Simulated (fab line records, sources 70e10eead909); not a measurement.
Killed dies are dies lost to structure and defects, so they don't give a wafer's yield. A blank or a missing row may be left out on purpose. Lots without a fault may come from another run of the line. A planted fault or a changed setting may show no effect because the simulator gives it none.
A struck lot beside a sound one | flow nand_harc | 24 steps out of a route of 1302
Sound: wafers L516.2, L516.4, L516.5. Struck: wafer L511.4. (L511.3, L511.6 of the same lot were not struck and are left out.) The cause comes at the end.
At each step with rows: each side's tool, then ch and its chambers, then its first start. Under that, the readings that differ: sound wafers | struck wafers | difference of the means | sigmas: that difference in standard deviations of wafers without a fault.
alike: readings whose means differ by less than 2 such deviations, and words and numbers that are the same on both sides. not compared: withheld readings, readings that some wafer has no value for, bounds like >300 that may hide the same value, and numbers for which the record gives no deviation and whose values overlap.
The two part at a step that has a row with sigmas, a row that says differs or no value, or rows on one side only. Numbers that don't overlap but have no deviation are shown without sigmas and don't part them. A reading that every wafer of one side lacks parts them only if that side has two wafers or more.

NHARC_P_M0_INSPECT_27:
  sound on defect_inspect-01, day 13 16:46; struck on defect_inspect-02, day 11 09:34
  alike: raw_defect_count
NHARC_P_M0_PRE_CLEAN_31: time 12 s.
  sound on pecvd-01 ch 0,1, day 13 16:51; struck on pecvd-01 ch 1, day 11 09:40
  alike: heater_power_w
NHARC_P_M0_DEP_32: deposits SiCN, target thk 30 nm.
  sound on pecvd-01 ch 0,1, day 13 16:58; struck on pecvd-01 ch 1, day 11 09:48
  alike: heater_power_w, showerhead_vpp_V
then, 8 steps without rows for these wafers: NHARC_P_M1_DEP_00 (deposits SiOC, target thk 182.5 nm); NHARC_P_M1_DEHYDRATE_01 (time 120 s); NHARC_P_M1_HMDS_02 (time 30 s); NHARC_P_M1_COAT_34 (time 65 s); NHARC_P_M1_COAT_03 (resist thk 90 nm); NHARC_P_M1_SOFTBAKE_04 (time 55 s); NHARC_P_M1_EBR_05; NHARC_P_M1_EXPOSE_06 (exposes mask P M1, target cd 130 nm).
NHARC_P_M1_PEB_07: peb time 65 s.
  sound on litho_track-06 ch 0, day 13 17:58; struck on litho_track-01 ch 0, day 11 10:53
  reading                  | sound             | struck | difference | sigmas
  heater_power_total_W (W) | 156.0 157.1 156.1 | 164.0  | +7.6       | +18
then, 1 step without rows for these wafers: NHARC_P_M1_DEVELOP_08 (develop time 35 s).
NHARC_P_M1_CD_MEAS_09: target cd 130 nm.
  sound on cd_sem-03 ch 0, day 13 18:02; struck on cd_sem-03 ch 0, day 11 10:58
  reading    | sound             | struck | difference | sigmas
  cd_nm (nm) | 130.7 130.1 130.0 | 127.0  | -3.3       | -7
NHARC_P_M1_OVL_MEAS_10: pitch 260 nm.
  sound on overlay-01, day 13 18:08; struck on overlay-02, day 11 11:04
  alike: overlay_x_nm, overlay_y_nm
NHARC_P_M1_INSPECT_11:
  sound on defect_inspect-02, day 13 18:10; struck on defect_inspect-02, day 11 11:05
  alike: raw_defect_count
NHARC_P_M1_DESCUM_14: chemistry O2, time 3 s.
  sound on rie_diel-13 ch 0,2, day 13 18:14; struck on rie_diel-06 ch 0, day 11 11:10
  reading                     | sound             | struck | difference | sigmas
  drypump_motor_current_A (A) | 6.4 5.4 5.4       | 4.8    | -0.9       | -2
  model.P_M1.cd_nm (nm)       | 130.4 130.6 130.1 | 127.8  | -2.6       |
  alike: oes_product_au, rf_vpp_V, showerhead_plenum_p_Torr, throttle_valve_pct
  not compared: rf_hours_counter_h
NHARC_P_M1_ETCH_35: etches the open film in N2/H2, target depth 40 nm, overetch 12 nm, time 43.94 s.
  sound on rie_diel-13 ch 1,2, day 13 18:19; struck on rie_diel-06 ch 2, day 11 11:14
  alike: drypump_motor_current_A, oes_product_au, rf_vpp_V, showerhead_plenum_p_Torr, throttle_valve_pct
  not compared: rf_hours_counter_h
NHARC_P_M1_ETCH_15: etches the open film in C4F8/Ar, target depth 182.5 nm, time 91.2 s.
  sound on rie_diel-13 ch 1,2; struck on rie_diel-06 ch 2
  alike: oes_product_au, rf_vpp_V
  not compared: rf_hours_counter_h
NHARC_P_M1_CD_MEAS_16:
  sound on cd_sem-02, day 13 18:32; struck on cd_sem-02, day 11 11:28
  reading    | sound             | struck | difference | sigmas
  cd_nm (nm) | 130.1 130.4 130.3 | 128.0  | -2.3       | -4
NHARC_P_M1_STRIP_18: strips in N2/H2.
  sound on rie_diel-06 ch 0,1, day 13 18:38; struck on rie_diel-06 ch 0, day 11 11:34
  reading      | sound          | struck | difference | sigmas
  rf_vpp_V (V) | 91.4 90.6 91.5 | 89.5   | -1.7       | -2
  alike: drypump_motor_current_A, oes_product_au, showerhead_plenum_p_Torr, throttle_valve_pct
  not compared: rf_hours_counter_h
NHARC_P_M1_ETCH_28: etches the open film in CF4/N2, target depth 30 nm, time 72.99 s.
  sound on rie_diel-06 ch 0,1,3; struck on rie_diel-06 ch 1
  reading                | sound                | struck | difference | sigmas
  throttle_valve_pct (%) | 19.800 19.787 19.801 | 19.814 | +0.018     | +2
  model.P_M1.cd_nm (nm)  | 130.8 130.5 130.6    | 127.8  | -2.8       |
  alike: drypump_motor_current_A, oes_product_au, rf_vpp_V, showerhead_plenum_p_Torr
  not compared: rf_hours_counter_h
then, 1 step without rows for these wafers: NHARC_P_M1_STRIP_19 (strips in post etch residue remover, time 600 s).
-- the record jumps here: 18 days lie between the struck wafers' starts before and after (it left off in module P_M1 and takes up again in module END, whose first step shown is number 1302 of the route) --
NHARC_END_SORT_01:
  sound on prober-01 ch 0, day 32 02:02; struck on prober-02 ch 0, day 29 19:53
  alike: defect_limited_yield, killed_at_array, killed_at_other, killed_at_periphery, killed_dies, killed_open, killed_short, sort_bin_2_pct, sort_bin_3_pct, sort_bin_4_pct, sort_n_pass, sort_rim_yield_pct, sort_yield_pct

WHERE THEY PART
First at NHARC_P_M1_PEB_07; last, within this record, at NHARC_P_M1_ETCH_28. Later steps at which nothing parts them and some readings are alike: NHARC_END_SORT_01.

WHY: what the simulator had put in
Process parameter drift: litho_track-01, from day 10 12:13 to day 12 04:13, at NHARC_P_M1_PEB_07. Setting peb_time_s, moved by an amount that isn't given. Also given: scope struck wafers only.
